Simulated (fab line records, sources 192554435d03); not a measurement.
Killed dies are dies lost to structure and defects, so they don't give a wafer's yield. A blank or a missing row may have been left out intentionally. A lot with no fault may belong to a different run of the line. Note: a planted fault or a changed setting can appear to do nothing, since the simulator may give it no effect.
Split-lot experiment | flow n5 finfet | 7 lots, 21 wafers read, on a route of 1938 steps

== THE SPLIT ==
At N5_BEOL_M4_DESCUM_33 (chemistry O2, time 7 s), the setting time s was moved away from the recipe's 7 s on 9 of the 21 wafers read, by -21.4% to +16.9%. All remaining wafers had this setting at the recipe value.

== FROM SPLIT TO READING: 1 step shown by the file between the two ==
- N5_BEOL_M4_ETCH_77: etches underlayer in N2/H2, target depth 6.5 nm, time 5.2 s

== THE READING ==
CAR-EUV_of_BEOL_M4_COAT_22.thk nm (the simulator's own value, which no gauge read), in nm, at N5_BEOL_M4_ETCH_69 (etches SiARC in CF4, target depth 15.6 nm, time 26 s). There is no usual value for it anywhere in the file. Here, 12 wafers ran the recipe; their average is 11.1 nm with a standard deviation of 0.15 nm.

wafer  | tool, chamber at the split | time s as run, s | against the recipe | CAR-EUV_of_BEOL_M4_COAT_22.thk nm, nm | against lot-mates on the recipe
L076.3 | rie diel-04, 0             | 7                | recipe             | 11                                    | -
L076.4 | rie diel-04, 2             | 5.5              | -21.4%             | 12                                    | +1.0
L076.5 | rie diel-04, 1             | 5.5              | -21.4%             | 11.6                                  | +0.6
L078.2 | rie diel-01, 1,2           | 7                | recipe             | 11.2                                  | -
L078.3 | rie diel-01, 1,2           | 7                | recipe             | 11.2                                  | -
L078.4 | rie diel-01, 0             | 6.018            | -14.0%             | 11.6                                  | +0.4
L080.2 | rie diel-04, 1,2           | 7                | recipe             | 11.2                                  | -
L080.4 | rie diel-04, 1,2           | 7                | recipe             | 11.2                                  | -
L080.3 | rie diel-04, 1             | 7                | recipe             | 11                                    | -
L083.2 | rie diel-04, 0             | 8.181            | +16.9%             | 10.4                                  | -0.8
L083.3 | rie diel-04, 3             | 7                | recipe             | 11.2                                  | -
L083.6 | rie diel-04, 2             | 8.181            | +16.9%             | 10.6                                  | -0.6
L084.1 | rie diel-02, 0,2           | 5.964            | -14.8%             | 11.6                                  | +0.6
L084.3 | rie diel-02, 0,2           | 5.964            | -14.8%             | 11.6                                  | +0.6
L084.2 | rie diel-02, 3             | 7                | recipe             | 11                                    | -
L087.1 | rie diel-04, 2             | 7.918            | +13.1%             | 10.6                                  | -0.2
L087.2 | rie diel-04, 0             | 7.918            | +13.1%             | 10.4                                  | -0.4
L087.4 | rie diel-04, 1             | 7                | recipe             | 10.8                                  | -
L090.1 | rie diel-04, 3,2           | 7                | recipe             | 11.4                                  | -
L090.2 | rie diel-04, 3,2           | 7                | recipe             | 11.2                                  | -
L090.3 | rie diel-04, 0             | 7                | recipe             | 11.2                                  | -
If several chambers appear in one row, that row covers several wafers at once and the file leaves open which wafer was in which chamber.

THE FIT
A straight line over all 21 wafers: CAR-EUV_of_BEOL_M4_COAT_22.thk nm changes by -0.0356 nm for each +1% of time s; r = -0.93; the points scatter about the line by 0.15 nm.
The same after taking each lot's own level away (the mean of its wafers on the recipe; 21 wafers): -0.036 nm for each +1%; r = -0.96; scatter 0.12 nm.
Per that fit: largest time s move, reading shift of 0.77 nm.
From 10.80 to 11.27 nm: that is the span of the lots' own levels, equal to 3.1 times the standard deviation above.
Hence the lot-to-lot level has little effect on the slope; both slopes agree.
Check: +0.724 nm against its lot-mates is what the line predicts for one of the wafers moved furthest among these (-21.4%) when that wafer is left out of the fit. It came out at +1 nm against them.

== THE WHOLE CHAIN: every reading that the file lists as answering this split, in the file's order ==
step                 | what it does                                                | reading                                                                            | change (the file's fit)                | r (the file's)
N5_BEOL_M4_DESCUM_33 | chemistry O2, time 7 s                                      | CAR-EUV_of_BEOL_M4_COAT_22.thk nm (the simulator's own value, which no gauge read) | -0.033 nm for each +1% of the setting  | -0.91
N5_BEOL_M4_ETCH_77   | etches underlayer in N2/H2, target depth 6.5 nm, time 5.2 s | CAR-EUV_of_BEOL_M4_COAT_22.thk nm (the simulator's own value, which no gauge read) | -0.0379 nm for each +1% of the setting | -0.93
N5_BEOL_M4_ETCH_69   | etches SiARC in CF4, target depth 15.6 nm, time 26 s        | CAR-EUV_of_BEOL_M4_COAT_22.thk nm (the simulator's own value, which no gauge read) | -0.0356 nm for each +1% of the setting | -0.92

== FILE'S OWN FIT ==
CAR-EUV_of_BEOL_M4_COAT_22.thk nm changes by -0.0356 nm for each +1% of time s, r = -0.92.
